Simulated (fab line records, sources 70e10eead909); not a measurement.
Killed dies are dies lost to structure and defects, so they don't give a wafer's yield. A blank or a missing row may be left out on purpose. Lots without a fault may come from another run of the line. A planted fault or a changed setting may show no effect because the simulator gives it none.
Which tool did it? | flow nand_harc | 13 lots, 39 wafers sampled, at 5 steps of a route of 1302

WHAT THE GAUGES READ, wafer by wafer
NHARC_HYBRID_BOND_OVL_MEAS_05. Usual: overlay_x_nm -2 nm, standard deviation 33; overlay_y_nm 5 nm, standard deviation 33.
lot  | measured     | on         | overlay_x_nm (nm) | overlay_y_nm (nm) | flag
L102 | day 24 07:46 | overlay-02 | 20 13 -14         | -49 -18 37        |
L103 | day 24 02:26 | overlay-02 | 42 4 -43          | 11 64 21          |
L106 | day 24 23:52 | overlay-01 | -73 32 -10        | 1 33 41           |
L105 | day 24 23:52 | overlay-02 | 17 32 22          | -12 25 22         |
L109 | day 26 14:20 | overlay-01 | -32 -18 11        | 31 25 19          |
L108 | day 26 14:20 | overlay-02 | 37 -74 -51        | -46 13 -22        |
L110 | day 27 01:36 | overlay-02 | 12 -4 -22         | -41 3 -32         |
L111 | day 28 02:35 | overlay-02 | 7 -16 -56         | -45 38 24         |
L117 | day 30 15:50 | overlay-02 | -6 -12 -3         | 22 -4 29          |
L121 | day 31 14:47 | overlay-02 | 9 56 -11          | 29 33 11          |
L123 | day 32 17:05 | overlay-02 | -26 12 -32        | 20 67 -16         |
L124 | day 33 10:55 | overlay-02 | -13 77 11         | 11 -2 -3          |
L125 | day 34 06:10 | overlay-01 | -19 -10 2         | 2 -3 -26          |

NHARC_THIN_TSV_CD_MEAS_12: target cd 1000 nm. Usual: cd_nm 999.0 nm, standard deviation 2.1.
lot  | measured     | on        | cd_nm (nm)           | flag
L102 | day 24 10:30 | cd_sem-01 | 997.0 1004.2 999.6   |
L103 | day 24 05:26 | cd_sem-02 | 997.5 999.2 998.7    |
L106 | day 25 03:48 | cd_sem-01 | 999.2 999.6 1004.2   |
L105 | day 25 02:36 | cd_sem-03 | 1000.5 1003.3 1000.8 |
L109 | day 26 18:17 | cd_sem-02 | 1000.1 998.0 996.4   |
L108 | day 26 17:07 | cd_sem-01 | 997.5 999.1 996.0    |
L110 | day 27 04:40 | cd_sem-03 | 999.4 1001.3 999.8   |
L111 | day 28 05:13 | cd_sem-02 | 997.9 999.6 997.8    |
L117 | day 30 19:47 | cd_sem-02 | 999.7 1006.0 1000.4  |
L121 | day 31 17:24 | cd_sem-03 | 1000.6 999.7 1000.1  |
L123 | day 32 19:43 | cd_sem-01 | 1002.5 1001.9 999.7  |
L124 | day 33 13:32 | cd_sem-01 | 996.8 999.4 1001.9   |
L125 | day 34 08:55 | cd_sem-03 | 999.4 997.3 997.9    |

NHARC_END_SORT_01. Usual: killed_at_array 56, standard deviation 17; killed_at_other 0.9, standard deviation 1.2; killed_at_periphery 3.9, standard deviation 2.5; killed_dies 61, standard deviation 17; killed_open 3.2, standard deviation 1.8; killed_short 2.7, standard deviation 1.7.
lot  | measured     | on        | killed_at_array | killed_at_other | killed_at_periphery | killed_dies | killed_open | killed_short | flag
L117 | day 31 12:11 | prober-01 | 68 145 69       | 1 3 3           | 4 3 7               | 73 151 79   | 3 2 5       | 4 2 3        |

WHICH TOOL RAN EACH LOT (tool, then ch and the chambers of the sampled wafers, then the start)
lot  | NHARC_A_DECK1_JOINT_PRECLEAN_30     | NHARC_THIN_TSV_CMP_01
L102 | wet_bench-04 ch 1,4,5, day 11 13:01 | cmp-03 ch 0,2, day 24 09:13
L103 | wet_bench-07 ch 1,4,5, day 11 13:01 | cmp-04 ch 0,2, day 24 03:52
L106 | wet_bench-04 ch 0,3,5, day 12 17:25 | cmp-02 ch 0,1,2, day 25 02:29
L105 | wet_bench-07 ch 1,2,5, day 12 21:02 | cmp-04 ch 1,3, day 25 01:19
L109 | wet_bench-07 ch 1,6,7, day 14 04:30 | cmp-02 ch 1,2,3, day 26 17:01
L108 | wet_bench-04 ch 1,2,4, day 14 04:31 | cmp-02 ch 0,1, day 26 15:46
L110 | wet_bench-06 ch 0,6,7, day 14 19:56 | cmp-03 ch 2,3, day 27 03:21
L111 | wet_bench-06 ch 2,3,6, day 15 07:25 | cmp-04 ch 0,1,2, day 28 04:02
L117 | wet_bench-06 ch 0,4,6, day 18 03:16 | cmp-03 ch 1,2,3, day 30 18:28
L121 | wet_bench-04 ch 0,3,5, day 19 15:41 | cmp-04 ch 0,3, day 31 16:13
L123 | wet_bench-06 ch 2,3,6, day 20 11:02 | cmp-02 ch 0,1,2, day 32 18:34
L124 | wet_bench-06 ch 3,5,7, day 20 17:54 | cmp-03 ch 0,3, day 33 12:20
L125 | wet_bench-06 ch 2,6,7, day 20 22:10 | cmp-04 ch 0,1,2, day 34 07:35
- NHARC_A_DECK1_JOINT_PRECLEAN_30: cleans in SC1.
- NHARC_THIN_TSV_CMP_01: polishes.

WHAT THE TOOLS THEMSELVES READ (means of the sampled wafers that have a number; where no wafer has one, the mark that the record gives instead)
NHARC_THIN_TSV_CMP_01. Usual: motor_current_A 12.1 A, standard deviation 1.1.
lot  | tool   | motor_current_A (A) | flag
L102 | cmp-03 | 12.7                |
L103 | cmp-04 | 12.9                |
L106 | cmp-02 | 11.0                |
L105 | cmp-04 | 11.1                |
L109 | cmp-02 | 11.4                |
L108 | cmp-02 | 10.0                |
L110 | cmp-03 | 12.8                |
L111 | cmp-04 | 12.9                |
L117 | cmp-03 | 12.0                |
L121 | cmp-04 | 12.5                |
L123 | cmp-02 | 10.9                |
L124 | cmp-03 | 13.0                |
L125 | cmp-04 | 12.7                |

THE ANSWER, worked out from the rows above alone
Rule: a lot is off if the mean of its wafers that have a number lies more than 3 standard deviations from the usual mean. A lot without any number at a reading at which 4 lots or more have one is off too. The other lots that the step has rows for count as sound. The gauges are gone through in route order, then the tools' own readings, and for those a lot's mean is taken as printed above. The first step at which some lot is off is used, and at that step the reading that is off furthest; a lot without a number counts as furthest.
No lot is off at any reading shown: from this, nothing can be told.

WHAT THE SIMULATOR HAD PUT IN
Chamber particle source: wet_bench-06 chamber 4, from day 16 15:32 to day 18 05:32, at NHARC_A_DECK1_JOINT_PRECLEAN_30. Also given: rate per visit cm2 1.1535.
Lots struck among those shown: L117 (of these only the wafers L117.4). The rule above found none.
